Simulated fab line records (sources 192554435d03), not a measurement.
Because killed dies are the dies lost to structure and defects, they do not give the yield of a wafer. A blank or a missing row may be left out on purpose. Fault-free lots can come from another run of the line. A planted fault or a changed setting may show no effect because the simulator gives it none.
The tool behind it: which one? ; flow n5-finfet ; 28 wafers from 10 lots sampled at 6 of the route's 1938 steps

== WHAT THE GAUGES READ, wafer by wafer ==
N5_BEOL_M4_THK_MEAS_01. Usual: M4_ILD_THK 79.3 nm, standard deviation 1.
lot;measured;on;M4_ILD_THK (nm);flag
L739;day 7 03:01;film-metro-01;78.5 79.2 77.9;
L741;day 8 05:34;film-metro-01;78.0 78.6 80.7;
L742;day 8 05:41;film-metro-02;78.4 81.3 81.7;
L745;day 8 19:10;film-metro-02;79.0 78.5 81.0;
L746;day 9 06:38;film-metro-02;77.8 80.0 80.0;
L749;day 9 16:31;film-metro-02;77.6 78.1 77.5;
L750;day 10 11:16;film-metro-02;77.6 80.3 79.9;
L756;day 11 20:33;film-metro-02;59.5 80.5 79.7;OFF
L759;day 12 21:07;film-metro-02;79.6 59.8;OFF
L761;day 12 21:32;film-metro-01;60.2 80.0;OFF

N5_BEOL_M4_RC_MEAS_101. Usual: DIBL_N 36.8 mV/V, standard deviation 1.5; DIBL_P 37.1 mV/V, standard deviation 2.1; IOFF_N 0.168 nA/um, standard deviation 0.03; IOFF_P 0.22 nA/um, standard deviation 0.034; ION_N 679 uA/um, standard deviation 12; ION_P 466 uA/um, standard deviation 8; SS_N 71.7 mV/dec, standard deviation 0.58; SS_P 73.5 mV/dec, standard deviation 0.67; VT_N 248.8 mV, standard deviation 2.7; VT_P -250 mV, standard deviation 3.3.
lot;measured;on;DIBL_N (mV/V);DIBL_P (mV/V);IOFF_N (nA/um);IOFF_P (nA/um);ION_N (uA/um);ION_P (uA/um);SS_N (mV/dec);SS_P (mV/dec);VT_N (mV);VT_P (mV);flag
L739;day 7 12:11;prober-02;38.6 34.9 38.5;39.9 35.0 39.9;0.204 0.135 0.213;0.24 0.17 0.25;683 662 679;463 455 466;73.2 71.3 71.6;74.1 73.5 74.3;247.3 250.8 244.0;-249 -256 -247;
L741;day 8 13:29;prober-01;37.0 36.9 37.1;36.1 36.0 36.1;0.146 0.146 0.148;0.19 0.20 0.20;678 675 672;461 462 461;71.5 70.6 70.9;73.5 72.9 73.4;249.8 247.4 248.0;-253 -249 -250;
L742;day 8 13:56;prober-02;36.8 37.9 37.9;36.8 38.8 37.6;0.162 0.184 0.190;0.26 0.29 0.26;690 689 704;482 479 486;71.3 71.8 71.9;73.5 74.2 73.5;248.8 249.6 246.3;-246 -242 -246;
L745;day 9 06:04;prober-01;35.4 35.5 35.6;37.0 37.0 37.2;0.167 0.166 0.183;0.22 0.21 0.22;671 680 684;469 463 470;71.3 71.8 71.2;74.0 72.8 73.4;247.2 245.1 244.9;-249 -248 -247;
L746;day 9 15:16;prober-02;39.4 37.6 37.8;37.8 36.6 37.7;0.201 0.169 0.178;0.25 0.23 0.25;695 684 695;471 466 478;71.9 72.0 72.0;74.3 73.3 73.8;248.2 250.7 247.1;-249 -246 -243;
L749;day 10 00:07;prober-02;40.3 36.5 38.9;41.8 36.5 41.4;0.264 0.150 0.217;0.28 0.18 0.27;698 660 677;468 452 467;72.5 70.7 72.4;74.9 74.0 74.1;243.8 251.1 244.8;-250 -253 -249;
L750;day 10 21:23;prober-01;35.2 34.9 33.5;34.7 33.7 31.6;0.149 0.131 0.115;0.19 0.18 0.15;680 663 658;466 459 449;71.2 71.7 71.1;73.7 73.0 72.5;248.8 252.6 254.1;-253 -254 -255;
L756;day 12 05:23;prober-01;35.7 33.8 37.9;36.8 33.9 39.5;0.139 0.118 0.169;0.22 0.17 0.27;681 674 676;472 468 471;71.1 70.9 71.7;73.4 72.4 73.9;252.4 253.6 244.6;-251 -252 -246;
L759;day 13 06:37;prober-02;38.9 36.8;37.8 35.5;0.177 0.135;0.19 0.17;678 675;460 459;72.3 70.8;73.9 73.3;247.2 254.0;-256 -256;
L761;day 13 08:35;prober-02;33.4 34.7;33.0 34.8;0.126 0.147;0.19 0.22;679 681;469 472;71.3 71.5;72.9 73.4;252.8 252.4;-251 -247;

== TOOL THAT RAN EACH LOT (tool first, then ch and the chambers of the sampled wafers, then the start) ==
lot;N5_BEOL_M3_ANNEAL_87;N5_BEOL_M3_ANNEAL_95;N5_BEOL_M3_ANNEAL_51;N5_BEOL_M4_ILD_DEP_00
L739;pvd-sputter-01, day 7 00:49;pvd-sputter-01, day 7 01:42;rtp-anneal-02 ch 0, day 7 02:02;pecvd-01 ch 0,1,2, day 7 02:57
L741;pvd-sputter-02, day 8 03:22;pvd-sputter-02, day 8 04:14;rtp-anneal-02 ch 0, day 8 04:35;pecvd-03 ch 1,2, day 8 05:29
L742;pvd-sputter-03, day 8 03:28;pvd-sputter-03, day 8 04:20;rtp-anneal-01 ch 0, day 8 04:43;pecvd-02 ch 0,2, day 8 05:37
L745;pvd-sputter-03, day 8 16:37;pvd-sputter-03, day 8 17:30;rtp-anneal-02 ch 0, day 8 18:13;pecvd-02 ch 0,1,2, day 8 19:05
L746;pvd-sputter-03, day 9 04:25;pvd-sputter-03, day 9 05:17;rtp-anneal-02 ch 0, day 9 05:37;pecvd-01 ch 0,1,2, day 9 06:35
L749;pvd-sputter-01, day 9 14:17;pvd-sputter-01, day 9 15:10;rtp-anneal-01 ch 0, day 9 15:30;pecvd-03 ch 0,1,2, day 9 16:27
L750;pvd-sputter-03, day 10 09:03;pvd-sputter-03, day 10 09:56;rtp-anneal-02 ch 0, day 10 10:19;pecvd-01 ch 0,1, day 10 11:11
L756;pvd-sputter-01, day 11 18:22;pvd-sputter-01, day 11 19:14;rtp-anneal-01 ch 0, day 11 19:34;pecvd-03 ch 0,1,2, day 11 20:29
L759;pvd-sputter-01, day 12 18:55;pvd-sputter-01, day 12 19:48;rtp-anneal-01 ch 0, day 12 20:11;pecvd-03 ch 0,1, day 12 21:03
L761;pvd-sputter-02, day 12 19:20;pvd-sputter-02, day 12 20:13;rtp-anneal-02 ch 0, day 12 20:33;pecvd-03 ch 0,1, day 12 21:28
- N5_BEOL_M3_ANNEAL_87: time 240 s.
- N5_BEOL_M3_ANNEAL_95: time 240 s.
- N5_BEOL_M3_ANNEAL_51: time 90 s.
- N5_BEOL_M4_ILD_DEP_00: deposits SiOC from DEMS/O2, target thk 79 nm, time 15.3 s.

== WHAT THE TOOLS THEMSELVES READ (means of the sampled wafers that have a number; where no wafer has one, the mark that the record gives instead) ==
N5_BEOL_M3_ANNEAL_87. Usual: heater-power-w at 780 W, with a standard deviation of 86.
lot;tool;heater-power-w (W);flag
L739;pvd-sputter-01;766;
L741;pvd-sputter-02;856;
L742;pvd-sputter-03;824;
L745;pvd-sputter-03;818;
L746;pvd-sputter-03;789;
L749;pvd-sputter-01;767;
L750;pvd-sputter-03;814;
L756;pvd-sputter-01;695;
L759;pvd-sputter-01;732;
L761;pvd-sputter-02;708;

N5_BEOL_M3_ANNEAL_95. Usual: heater-power-w at 779 W, with a standard deviation of 89.
lot;tool;heater-power-w (W);flag
L739;pvd-sputter-01;774;
L741;pvd-sputter-02;847;
L742;pvd-sputter-03;798;
L745;pvd-sputter-03;817;
L746;pvd-sputter-03;780;
L749;pvd-sputter-01;781;
L750;pvd-sputter-03;830;
L756;pvd-sputter-01;694;
L759;pvd-sputter-01;736;
L761;pvd-sputter-02;708;

N5_BEOL_M3_ANNEAL_51. Usual: wafer_temp_C_max at 226.11, with a standard deviation of 0.26.
lot;tool;wafer_temp_C_max;flag
L739;rtp-anneal-02;226.32;
L741;rtp-anneal-02;226.02;
L742;rtp-anneal-01;225.62;
L745;rtp-anneal-02;226.26;
L746;rtp-anneal-02;226.22;
L749;rtp-anneal-01;226.18;
L750;rtp-anneal-02;226.25;
L756;rtp-anneal-01;226.27;
L759;rtp-anneal-01;225.93;
L761;rtp-anneal-02;226.06;

N5_BEOL_M4_ILD_DEP_00. Usual: heater-power-outer-w 278 W, standard deviation 44; heater-power-w 494 W, standard deviation 53; rf-fwd-power-W 494.5 W, standard deviation 2.2; showerhead-plenum-p-Torr 5.697 Torr, standard deviation 0.014; throttle-valve-pct 12.2 %, standard deviation 0.66.
lot;tool;heater-power-outer-w (W);heater-power-w (W);rf-fwd-power-W (W);showerhead-plenum-p-Torr (Torr);throttle-valve-pct (%);flag
L739;pecvd-01;243;449;494.4;5.684;11.9;
L741;pecvd-03;228;437;493.0;5.703;11.8;
L742;pecvd-02;301;525;494.8;5.690;12.1;
L745;pecvd-02;282;486;495.4;5.693;12.3;
L746;pecvd-01;284;501;496.4;5.689;12.0;
L749;pecvd-03;260;482;494.7;5.706;12.3;
L750;pecvd-01;291;492;496.3;5.693;12.7;
L756;pecvd-03;308;529;494.1;5.703;12.3;
L759;pecvd-03;311;544;496.5;5.704;12.9;
L761;pecvd-03;304;520;494.5;5.719;12.4;

== THE ANSWER, worked out from the rows above alone ==
Rule: a lot is off if the mean of its wafers that have a number lies more than 3 standard deviations from the usual mean. A lot without any number at a reading at which 4 lots or more have one is off too. Where the step has rows for the other lots, those lots are counted as sound. First the gauges in route order, then the tools' own readings, where a lot's mean is used as printed above. The first step at which some lot is off is used, and at that step the reading that is off furthest; a lot without a number counts as furthest.
Off: L756, L759, L761, at N5_BEOL_M4_THK_MEAS_01 (M4_ILD_THK).
A tool fits if, at a process step before that reading, it ran every lot that is off, and no sound lot after the first of them. The gauges at N5_BEOL_M4_THK_MEAS_01 are tried like those tools. One fits: pecvd-03 at N5_BEOL_M4_ILD_DEP_00. Its last sound lot is L749 (day 9 16:27), its first lot that is off L756 (day 11 20:29): a fault that began between those two fits.

== WHAT WAS PUT IN BY THE SIMULATOR ==
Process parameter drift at N5_BEOL_M4_ILD_DEP_00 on pecvd-03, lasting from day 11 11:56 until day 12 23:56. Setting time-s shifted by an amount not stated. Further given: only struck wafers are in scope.
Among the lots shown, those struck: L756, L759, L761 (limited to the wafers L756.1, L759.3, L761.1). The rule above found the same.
